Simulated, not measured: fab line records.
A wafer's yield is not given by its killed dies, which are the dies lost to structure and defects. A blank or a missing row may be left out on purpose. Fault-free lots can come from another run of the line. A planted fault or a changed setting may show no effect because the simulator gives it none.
Comparing a struck lot with a sound one	flow n5 finfet	35 out of 1938 route steps
Sound: these wafers, L564.1, L564.2, L564.4. Struck: wafer L551.4. (L551.1 of the same lot was not struck and is left out.) The cause comes at the end.
Each step with rows lists, per side, the tool, then ch with its chambers, then its first start. Under that, the readings that differ: sound wafers	struck wafers	difference of the means	sigmas: that difference in standard deviations of wafers without a fault.
alike: readings whose means differ by less than 2 such deviations, and words and numbers that are the same on both sides. not compared: withheld readings, readings that some wafer has no value for, bounds like >300 that may hide the same value, and numbers for which the record gives no deviation and whose values overlap.
Wherever a step has rows on one side only, a row that says differs or no value, or a row with sigmas, the two part there. When numbers do not overlap yet have no deviation, they are printed without sigmas and do not part them. A reading missing from all wafers of one side parts the sides only when that side holds two or more wafers.

first, 9 steps without rows for these wafers: N5_WELL_APT_DESCUM_30 (chemistry O2, time 7.9 s); N5_WELL_APT_IMPLANT_31; N5_WELL_APT_IMPLANT_32; N5_WELL_APT_STRIP_33 (strips in SPM, time 900 s); N5_WELL_APT_RTA_34 (time 10 s); N5_WELL_APT_OXIDE_STRIP_42 (strips SiO2 in dHF, time 45 s, target depth 12 nm); N5_WELL_APT_PRECLEAN_36 (cleans in O3/DIW, time 45 s); N5_WELL_APT_PRECLEAN_39 (cleans in dHF, time 60 s); N5_WELL_APT_SRD_37 (time 30 s).
N5_WELL_APT_EPI_41: deposits Si from SiH4/H2, target thk 50 nm, time 297.7 s.
  sound on epi rpcvd-04 ch 0, day 7 09:56; struck on epi rpcvd-01 ch 0, day 4 04:16
reading	sound	struck	difference	sigmas
model.Si_of_WELL_APT_EPI_41.thk nm (nm)	50.54 50.46 50.21	44.08	-6.32	
  alike: lamp inner pct, throttle valve pct
then, 24 steps without rows for these wafers: N5_PMOS_HMC_CHANNEL_EPI_HM_DEP_34 (deposits SiO2 from TEOS/O2, target thk 36 nm, time 6.9 s); N5_PMOS_HMC_CHANNEL_EPI_COAT_31 (time 60 s, resist thk 66 nm); N5_PMOS_HMC_CHANNEL_EPI_COAT_03 (resist thk 205 nm); N5_PMOS_HMC_CHANNEL_EPI_EBR_05; N5_PMOS_HMC_CHANNEL_EPI_SOFTBAKE_04 (time 60 s); N5_PMOS_HMC_CHANNEL_EPI_EXPOSE_06 (exposes mask PMOS HMC BLK, target cd 240 nm); N5_PMOS_HMC_CHANNEL_EPI_PEB_07 (peb time 60 s); N5_PMOS_HMC_CHANNEL_EPI_DEVELOP_08 (develop time 30 s); N5_PMOS_HMC_CHANNEL_EPI_DESCUM_14 (chemistry O2, time 7.9 s); N5_PMOS_HMC_CHANNEL_EPI_ETCH_32 (etches BARC in N2/H2, stops on SiO2, target depth 85.8 nm, time 50.3 s); N5_PMOS_HMC_CHANNEL_EPI_HM_OPEN_15 (chemistry CHF3/O2, target SiO2, target depth 40.6 nm, time 20.3 s); N5_PMOS_HMC_CHANNEL_EPI_STRIP_33 (strips in N2/H2); N5_PMOS_HMC_CHANNEL_EPI_STRIP_17 (strips in SPM, time 750 s); N5_PMOS_HMC_CHANNEL_EPI_ETCH_38 (etches SiO2 in CF4, target depth 1.5 nm); N5_PMOS_HMC_CHANNEL_EPI_FIN_RECESS_16 (chemistry HBr/Cl2, target Si, target depth 54 nm, time 18 s); N5_PMOS_HMC_CHANNEL_EPI_PRECLEAN_36 (cleans in O3/DIW, time 45 s); N5_PMOS_HMC_CHANNEL_EPI_PRECLEAN_18 (cleans in DHF, time 30 s); N5_PMOS_HMC_CHANNEL_EPI_SRD_19 (time 30 s); N5_PMOS_HMC_CHANNEL_EPI_EPI_20 (deposits SiGe30, target thk 59 nm); N5_PMOS_HMC_CHANNEL_EPI_HM_STRIP_35 (strips SiO2 in dHF, material SiO2, target depth 39.6 nm, time 216 s); N5_PMOS_HMC_CHANNEL_EPI_SRD_39 (time 30 s); N5_PMOS_HMC_CHANNEL_EPI_CMP_21 (polishes SiGe30, target thk 54 nm); N5_PMOS_HMC_CHANNEL_EPI_PRECLEAN_40 (cleans in DHF, time 30 s); N5_PMOS_HMC_CHANNEL_EPI_PRECLEAN_37 (cleans in O3/DIW, time 45 s).
N5_SD_EPI_N_STRIP_18: strips in SPM, time 750 s.
  sound on wet bench-05 ch 1,4,6, day 8 19:34; struck on wet bench-01 ch 7, day 5 13:12
reading	sound	struck	difference	sigmas
model.Si_of_WELL_APT_EPI_41.thk nm (nm)	8.8 9.2 8.8	4	-5	

== WHERE THEY PART ==
Nowhere in this record.

WHY: what had been put in by the simulator
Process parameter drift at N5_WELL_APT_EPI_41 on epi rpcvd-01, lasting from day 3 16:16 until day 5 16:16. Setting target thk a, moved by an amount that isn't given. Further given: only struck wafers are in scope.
